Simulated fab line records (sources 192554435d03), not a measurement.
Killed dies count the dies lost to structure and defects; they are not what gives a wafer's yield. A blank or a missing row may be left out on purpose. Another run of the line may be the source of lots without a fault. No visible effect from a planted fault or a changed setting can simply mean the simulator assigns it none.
fab line records -- flow n5-finfet
[record] lots = 11, wafers = 32, last-day = 19
route steps=1938 shown BEOL_M9@1462 PAD_METAL@1894 PASSIVATION@1908
lots untouched by any fault: they come from a run of this same line in which no faults occurred
start-h: the number of hours between the record's first day and the start of the first shown wafer of the lot -- wait-h: time in hours since the lot's previous step -- " same as the row above -- L1.1+2: a single row standing in for several wafers -- - no value, or no start was given -- * or withheld: withheld -- < > ~ a bound
route shown NAME@n: names a module that has steps shown in the file, with the first one's number in the route -- usual: mean/standard deviation of fault-free wafers -- same: alike in all rows -- chamber/n: place in a boat -- sites: readings site by site -- _std_site: the standard deviation of these -- _edge_site: outer sites' mean less inner sites' -- radius-mm: how far each site lies from the wafer's centre -- mask NAME#n: copy n -- behind: the tool/chamber that last shaped the wafer -- hold: why the lot was held/for how many hours/how that ended -- device: the transistor (n, p or np) that didn't switch -- end of line: the tests these same wafers got at the end of their route -- a step given without rows: its recipe and nothing more -- killed: dies lost to structure and defects at the first sort, not the wafer's yield -- map: the dies of a wafer, with x for killed, . for not killed, _ for no die there
set.NAME: the run value of the setting; set.NAME@STEP: its run value at that earlier step -- model.NAME: the simulator's own value behind a step, which no gauge read
steps of the route over a sample of lots; a table a step, a row a wafer
services: a tool's chamber out of use, with start hour (start-h, from the record's first day; less than 0 if before it), hours out, and reason
[[steps]]
[step N5_BEOL_M9_ECD_50]
[recipe] material = Cu, target-thk-a = 3180
lot.wafer,tool,chamber,start-h,wait-h
L127.2+5+6,ecd-cu-02,"0,0,1",246.73,0.1
L126.1+2+4,ecd-cu-01,"0,1,1",247.35,0.1
L130.1+3+5,ecd-cu-02,"1,0,0",273.94,0.1
L131.5+6,ecd-cu-01,"0,1",275.49,0.1
L132.2+3+5,ecd-cu-01,1,297.17,0.1
L140.2+3+6,ecd-cu-02,"0,1,1",359.32,0.1
L143.3+4+5,ecd-cu-02,"1,0,0",375.30,0.1
L142.1+2+6,ecd-cu-01,"1,0,0",379.67,0.1
L144.1+2+3,ecd-cu-02,"0,1,1",386.55,0.1
L147.1+2+5,ecd-cu-01,"0,1,1",396.27,0.1
L145.4+5+6,ecd-cu-01,"1,1,0",397.05,0.1
[step N5_PASSIVATION_PRE_CLEAN_19]
[recipe] gas = H2/He, time-s = *, temp-c = *
[usual] heater-power-w = 482/54
lot.wafer,tool,chamber,start-h,wait-h,heater-power-w
L126.1,pvd-sputter-02,-,293.25,0.0,584
L126.2,pvd-sputter-02,-,293.25,0.0,552
L126.4,pvd-sputter-02,-,293.25,0.0,514
L127.2,pvd-sputter-03,-,293.62,0.0,417
L127.5,pvd-sputter-03,-,293.62,0.0,446
L127.6,pvd-sputter-03,-,293.62,0.0,571
L130.1,pvd-sputter-01,-,319.79,0.0,423
L130.3,pvd-sputter-01,-,319.79,0.0,445
L130.5,pvd-sputter-01,-,319.79,0.0,432
L131.5,pvd-sputter-01,-,323.54,0.0,447
L131.6,pvd-sputter-01,-,323.54,0.0,551
L132.2,pvd-sputter-01,-,347.94,0.0,409
L132.3,pvd-sputter-01,-,347.94,0.0,470
L132.5,pvd-sputter-01,-,347.94,0.0,492
L140.2,pvd-sputter-01,-,413.13,0.0,559
L140.3,pvd-sputter-01,-,413.13,0.0,444
L140.6,pvd-sputter-01,-,413.13,0.0,558
L143.3,pvd-sputter-02,-,425.01,0.0,554
L143.4,pvd-sputter-02,-,425.01,0.0,521
L143.5,pvd-sputter-02,-,425.01,0.0,567
L142.1,pvd-sputter-03,-,428.58,0.0,419
L142.2,pvd-sputter-03,-,428.58,0.0,446
L142.6,pvd-sputter-03,-,428.58,0.0,408
L144.1,pvd-sputter-01,-,443.77,0.0,483
L144.2,pvd-sputter-01,-,443.77,0.0,558
L144.3,pvd-sputter-01,-,443.77,0.0,427
L147.1,pvd-sputter-03,-,448.39,0.0,475
L147.2,pvd-sputter-03,-,448.39,0.0,573
L147.5,pvd-sputter-03,-,448.39,0.0,432
L145.4,pvd-sputter-03,-,448.89,0.0,441
L145.5,pvd-sputter-03,-,448.89,0.0,451
L145.6,pvd-sputter-03,-,448.89,0.0,426
[step N5_PASSIVATION_DESCUM_32]
[recipe] chemistry = O2, time-s = 7.9, source-power-w = 50, bias-power-w = 20, pressure-mtorr = 20, rf-frequency-hz = 2.712e+07, temp-c = 40, o2-flow-sccm = 225
[usual] drypump-motor-current-A = 5.8/0.5, oes-product-au = 0.79/0.081, rf-vpp-V = 243.0/1.1, showerhead-plenum-p-Torr = 2.08/0.056, temp-c = 40.00/0.11, throttle-valve-pct = 20.51/0.23
lot.wafer,tool,chamber,start-h,wait-h,drypump-motor-current-A,oes-product-au,rf-hours-counter-h,rf-vpp-V,showerhead-plenum-p-Torr,temp-c,throttle-valve-pct
L126.1,rie-diel-05,2,294.35,0.3,6.0,0.70,234,244.7,2.15,40.21,20.81
L126.2,rie-diel-05,1,294.35,0.3,6.6,0.75,176,243.7,2.08,39.96,20.37
L126.4,rie-diel-05,3,294.35,0.3,6.0,0.77,130,241.4,2.01,40.24,20.67
L127.2,rie-diel-01,0,294.53,0.1,6.5,0.82,95,242.6,2.03,40.02,20.38
L127.5,rie-diel-01,1,294.53,0.1,5.6,0.72,-,243.0,2.08,39.87,20.75
L127.6,rie-diel-01,0,294.53,0.1,6.5,0.82,-,243.9,2.03,40.01,20.37
L130.1,rie-diel-01,0,320.60,0.2,6.5,0.81,103,241.3,2.02,39.97,20.40
L130.3,rie-diel-01,3,320.60,0.2,5.2,0.72,180,243.1,2.08,39.95,20.79
L130.5,rie-diel-01,0,320.60,0.2,6.5,0.80,-,242.0,2.02,39.95,20.40
L131.5,rie-diel-04,1,324.38,0.1,6.2,0.88,-,241.8,2.03,39.90,20.21
L131.6,rie-diel-04,0,324.38,0.1,6.2,0.86,-,243.3,2.13,40.07,20.23
L132.2,rie-diel-05,0,348.76,0.0,5.7,0.76,128,243.5,2.19,39.94,20.60
L132.3,rie-diel-05,1,348.76,0.0,6.6,0.73,192,242.7,2.08,40.07,20.35
L132.5,rie-diel-05,3,348.76,0.0,6.0,0.75,-,241.6,2.01,39.89,20.69
L140.2,rie-diel-04,3,413.96,0.0,5.5,0.81,98,242.2,2.10,39.92,20.35
L140.3,rie-diel-04,1,413.96,0.0,6.2,0.83,65,242.1,2.02,40.14,20.26
L140.6,rie-diel-04,1,413.96,0.0,6.2,0.83,-,243.4,2.02,40.01,20.24
L143.3,rie-diel-05,3,425.84,0.0,6.0,0.73,176,242.1,2.00,39.92,20.73
L143.4,rie-diel-05,2,425.84,0.0,6.0,0.94,16,244.3,2.14,40.06,20.56
L143.5,rie-diel-05,3,425.84,0.0,6.0,0.74,-,239.6,2.00,39.87,20.74
L142.1,rie-diel-01,3,429.28,0.0,5.2,0.68,221,243.0,2.06,39.76,20.86
L142.2,rie-diel-01,1,429.28,0.0,5.6,1.00,1,243.7,2.07,40.11,20.42
L142.6,rie-diel-01,0,429.28,0.0,6.5,0.75,-,241.2,2.01,39.97,20.47
L144.1,rie-diel-04,0,444.59,0.0,6.2,0.79,83,245.0,2.11,40.18,20.32
L144.2,rie-diel-04,3,444.59,0.0,5.5,0.80,112,244.6,2.10,39.87,20.38
L144.3,rie-diel-04,2,444.59,0.0,5.5,0.95,5,243.1,2.05,39.99,20.41
L147.1,rie-diel-04,3,449.21,0.0,5.5,0.80,114,244.2,2.10,39.98,20.38
L147.2,rie-diel-04,2,449.21,0.0,5.6,0.96,7,242.7,2.05,39.97,20.41
L147.5,rie-diel-04,2,449.21,0.0,5.6,0.96,-,241.2,2.05,40.03,20.43
L145.4,rie-diel-01,3,449.71,0.0,5.2,0.68,228,242.4,2.06,39.89,20.87
L145.5,rie-diel-01,1,449.71,0.0,5.7,0.97,-,243.1,2.07,40.13,20.42
L145.6,rie-diel-01,0,449.71,0.0,6.5,0.77,-,242.5,2.01,40.03,20.49
[step N5_PASSIVATION_STRIP_48]
[recipe] chemistry = O2, power-w = 600, temp-c = 60, pressure-mtorr = 30, rf-frequency-hz = 6e+07, bias-power-w = 0, overash-fraction = 0.5, o2-flow-sccm = 225
[usual] drypump-motor-current-A = 6.0/0.45, oes-product-au = 0.78/0.082, rf-vpp-V = 3.6/2.4, showerhead-plenum-p-Torr = 2.10/0.06, temp-c = 59.99/0.12, throttle-valve-pct = 16.75/0.22
[same] overash-fraction = 0.5
lot.wafer,tool,chamber,start-h,wait-h,drypump-motor-current-A,oes-product-au,rf-hours-counter-h,rf-vpp-V,showerhead-plenum-p-Torr,temp-c,throttle-valve-pct
L126.1,rie-diel-05,2,296.64,0.1,6.1,0.69,235,1.8,2.16,60.23,17.07
L126.2,rie-diel-05,0,296.64,0.1,5.8,0.79,112,5.3,2.20,59.86,16.88
L126.4,rie-diel-05,1,296.64,0.1,6.6,0.72,177,0.7,2.09,59.85,16.54
L127.2,rie-diel-05,0,297.23,0.1,5.7,0.78,113,1.8,2.20,59.88,16.78
L127.5,rie-diel-05,1,297.23,0.1,6.6,0.74,-,0.2,2.09,60.00,16.61
L127.6,rie-diel-05,0,297.23,0.1,5.7,0.80,-,7.1,2.20,60.08,16.79
L130.1,rie-diel-04,3,323.43,0.1,5.5,0.84,70,3.6,2.12,60.02,16.57
L130.3,rie-diel-04,2,323.43,0.1,5.5,0.65,228,2.0,2.07,59.91,17.04
L130.5,rie-diel-04,2,323.43,0.1,5.6,0.68,-,4.4,2.07,60.16,17.09
L131.5,rie-diel-05,0,326.78,0.0,5.7,0.78,-,0,2.20,59.97,16.79
L131.6,rie-diel-05,1,326.78,0.0,6.6,0.76,-,6.3,2.09,60.27,16.64
L132.2,rie-diel-01,1,351.18,0.1,5.7,0.70,229,1.2,2.08,59.88,16.97
L132.3,rie-diel-01,0,351.18,0.1,6.5,0.81,114,3.7,2.02,60.18,16.70
L132.5,rie-diel-01,3,351.18,0.1,5.2,0.70,-,2.8,2.08,60.01,16.96
L140.2,rie-diel-04,0,416.80,0.1,6.2,0.81,70,6.6,2.12,60.14,16.51
L140.3,rie-diel-04,1,416.80,0.1,6.2,0.84,67,2.9,2.03,59.95,16.53
L140.6,rie-diel-04,1,416.80,0.1,6.3,0.82,-,4.6,2.03,59.89,16.48
L143.3,rie-diel-01,0,428.30,0.1,6.5,0.80,145,1.9,2.02,60.05,16.70
L143.4,rie-diel-01,2,428.30,0.1,4.9,0.86,74,3.2,2.12,59.92,16.39
L143.5,rie-diel-01,1,428.30,0.1,5.6,1.00,-,1.8,2.07,59.96,16.62
L142.1,rie-diel-05,2,431.78,0.1,6.0,0.96,18,2.7,2.15,59.84,16.71
L142.2,rie-diel-05,1,431.78,0.1,6.6,0.71,222,6.5,2.07,60.11,16.72
L142.6,rie-diel-05,3,431.78,0.1,5.9,0.72,-,1.3,2.00,59.83,17.00
L144.1,rie-diel-05,0,447.15,0.1,5.7,0.73,158,2.4,2.18,60.19,16.89
L144.2,rie-diel-05,1,447.15,0.1,6.6,0.71,228,1.0,2.07,59.96,16.72
L144.3,rie-diel-05,3,447.15,0.1,6.0,0.71,184,7.2,2.00,60.10,17.00
L147.1,rie-diel-05,2,451.54,0.1,6.1,0.90,24,7.5,2.15,60.17,16.72
L147.2,rie-diel-05,1,451.54,0.1,6.6,0.74,229,6.3,2.07,60.19,16.74
L147.5,rie-diel-05,1,451.54,0.1,6.6,0.66,-,8.0,2.07,59.97,16.72
L145.4,rie-diel-05,3,452.17,0.1,6.0,0.73,185,3.3,2.00,59.89,17.04
L145.5,rie-diel-05,3,452.17,0.1,5.9,0.74,-,7.3,2.00,60.12,17.00
L145.6,rie-diel-05,2,452.17,0.1,6.0,0.95,-,4.8,2.14,60.05,16.77
[step N5_PASSIVATION_PROBE_49]
[usual] defect-limited-yield = 91.6/1.6, killed_at_M0_to_M3 = 32/9.7, killed_at_M4_up = 13/4.4, killed-at-contacts = 12/6.5, killed-at-front-end = 38/12, killed-at-other = 3.7/3, killed-dies = 99/18, killed-on-rim = 13/3.9, killed-open = 66/14, killed-short = 32/7.5, sort_bin_5_function = 4.9/1, sort_bin_6_memory = 3.2/0.73, sort-n-pass = 1081/18, sort-yield-pct = 91.6/1.6
[same] gross-dies = 1180, killed-at-back-side = 0, sort_bin_4_leakage[%] = 0, sort_bin_8_speed[%] = 0
lot.wafer,tool,chamber,start-h,wait-h,defect-limited-yield[%],killed_at_M0_to_M3,killed_at_M4_up,killed-at-contacts,killed-at-front-end,killed-at-other,killed-dies,killed-on-rim,killed-open,killed-short,sort_bin_5_function[%],sort_bin_6_memory[%],sort-n-pass,sort-yield-pct[%]
L131.5,prober-02,-,329.45,0.2,91.2,36,5,14,46,3,104,19,64,40,5.7,2.9,1076,91.2
L131.6,prober-02,-,329.50,0.3,49.3,32,501,18,44,3,598,71,72,36,33.3,14.1,582,49.3
L132.2,prober-02,-,353.72,0.1,50.7,28,532,10,10,2,582,70,48,14,31.6,14.2,598,50.7
L132.3,prober-02,-,353.77,0.1,48.3,30,542,6,26,6,610,87,50,23,32.4,16.5,570,48.3
L132.5,prober-02,-,353.87,0.2,51.1,22,510,6,31,8,577,71,50,23,30.9,14.2,603,51.1
// killed by level:class
L131.5 FIN_SAQP:geometric-particle:open=12 MOL_CONTACT_COAG:geometric-particle:open=10 BEOL_M1:geometric-particle:open=10 FIN_SAQP:geometric-particle:short=9 STI_FIN_REVEAL:geometric-particle:open=7 BEOL_M0_SAQP:geometric-particle:open=6 DUMMY_GATE:geometric-particle:short=5 BEOL_M1:geometric-particle:short=5
L131.6 BEOL_M9:unspecified=490 FIN_SAQP:geometric-particle:open=18 BEOL_M0_SAQP:geometric-particle:short=17 MOL_CONTACT_COAG:geometric-particle:open=16 FIN_SAQP:geometric-particle:short=8 BEOL_M0_SAQP:geometric-particle:open=7 STI_FIN_REVEAL:geometric-particle:open=5 BEOL_M3:geometric-particle:open=5
L132.2 BEOL_M9:unspecified=520 MOL_CONTACT_COAG:geometric-particle:open=9 BEOL_M3:geometric-particle:open=8 BEOL_M0_SAQP:geometric-particle:short=7 BEOL_M2:geometric-particle:open=6 BEOL_M0_SAQP:geometric-particle:open=5 BEOL_M7:geometric-particle:open=4 DUMMY_GATE:geometric-particle:open=3
L132.3 BEOL_M9:unspecified=536 BEOL_M0_SAQP:geometric-particle:open=11 BEOL_M2:geometric-particle:open=7 GATE_CUT:geometric-particle:short=6 BEOL_M0_SAQP:geometric-particle:short=6 MOL_CONTACT_COAG:geometric-particle:open=5 BEOL_M3:geometric-particle:open=5 DUMMY_GATE:geometric-particle:open=3
L132.5 BEOL_M9:unspecified=503 STI_FIN_REVEAL:geometric-particle:open=9 MOL_CONTACT_COAG:geometric-particle:open=6 BEOL_M2:geometric-particle:open=6 FIN_SAQP:geometric-particle:short=5 DUMMY_GATE:geometric-particle:open=5 BEOL_M3:geometric-particle:open=5 MIM_TOP:geometric-particle:open=4
[[services]]
tool,chamber,start-h,hours,kind
rie-diel-05,-,236.95,2.4,repair
ecd-cu-01,-,258.37,2.3,repair
pvd-sputter-02,-,265.13,12.8,repair
rie-diel-04,2,287.32,7.5,repair
ecd-cu-02,-,293.37,0.7,repair
ecd-cu-01,-,307.20,2.7,repair
rie-diel-04,2,308.08,5.8,repair
rie-diel-05,2,313.06,5.9,repair
rie-diel-04,2,326.28,1.8,repair
rie-diel-05,2,352.26,-,clean
rie-diel-05,2,352.26,-,consumable-replace:focus-ring
rie-diel-05,2,352.26,21.1,scheduled-down
rie-diel-05,2,352.26,21.1,vent-cycle
pvd-sputter-03,-,361.72,2.7,repair
ecd-cu-01,-,381.78,3.5,pm
ecd-cu-01,-,387.26,2.6,repair
rie-diel-01,1,406.85,-,clean
rie-diel-01,1,406.85,-,consumable-replace:focus-ring
rie-diel-05,-,414.47,4.0,pm
rie-diel-05,-,418.47,2.8,pm
rie-diel-05,0,428.66,5.9,repair
rie-diel-04,-,430.76,2.8,pm
pvd-sputter-03,-,442.05,4.1,repair
ecd-cu-02,-,443.66,1.2,repair
[[key]]
[first-sign] step = N5_PASSIVATION_PROBE_49, reading = killed_at_M4_up, direction = up, sigmas = 99+, usual = 13, struck = 521
[effect] step = N5_PASSIVATION_PROBE_49, reading = defect-limited-yield, direction = down, sigmas = 27, usual = 91.6, struck = 49.9
[more-kills-born-at] N5_BEOL_M9_ECD_50@ecd-cu-01 = 2049
met-at N5_BEOL_M9_ECD_50
struck-lots L131,L132
struck-wafers L131.6,L132.2,L132.3,L132.5
not-acting-at N5_PASSIVATION_PRE_CLEAN_19,N5_PASSIVATION_DESCUM_32,N5_PASSIVATION_STRIP_48
onset-between 247.35 275.49
[fault] kind = chamber-particle-source, tool = ecd-cu-01, chamber = 1, onset-h = 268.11, steps = N5_BEOL_M9_ECD_50, rate-per-visit-cm2 = 1.1606, end-h = 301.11
